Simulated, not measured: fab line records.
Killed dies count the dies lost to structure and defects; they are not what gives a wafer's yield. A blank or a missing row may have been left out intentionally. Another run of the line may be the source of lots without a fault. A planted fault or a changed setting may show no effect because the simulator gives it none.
Chamber matching    flow n5 finfet    N5_BEOL_M4_DEP_57 on pecvd-03: 3 sister chambers
The step deposits SiCN from 3MS/NH3, target thk 8 nm, time 14 s. 3 wafers are shown with their chamber, then 7 later ones without.

## WAFERS WITH THEIR CHAMBER
wafer   chamber  showerhead plenum p Torr (Torr)
L083.3  1        3.688
L086.3  2        3.654
L086.4  0        3.660

## WAFERS WITHOUT THEIR CHAMBER
wafer   showerhead plenum p Torr (Torr)
L086.5  3.653
L088.1  3.664
L088.3  3.655
L088.6  3.663
L089.1  3.677
L089.3  3.657
L089.5  3.663

## CHAMBER TAKEN BY EACH
wafer   from the rows above      in truth
L086.5  can't be placed: 2 or 0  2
L088.1  can't be placed: 0 or 2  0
L088.3  can't be placed: 2 or 0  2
L088.6  can't be placed: 0 or 2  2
L089.1  can't be placed: 1 or 0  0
L089.3  can't be placed: 0 or 2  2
L089.5  can't be placed: 0 or 2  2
Placed correctly: 0 of 7. From these rows, 7 cannot be placed; in 7 the true chamber is one of the candidates. 0 placed wrongly.
How it was worked out, from the rows above alone: a wafer's distance from a chamber is the root of the sum, over the readings, of the square of ((its reading less the chamber's mean) divided by the reading's scatter). The wafer belongs to the nearest chamber; if the next one is less than 2 further off, it can't be placed. For every chamber, the mean is computed from those of its wafers that are shown. The scatter: with one shown wafer a chamber, the root of the mean of the squares of how far each hidden wafer lies from its nearest shown one.
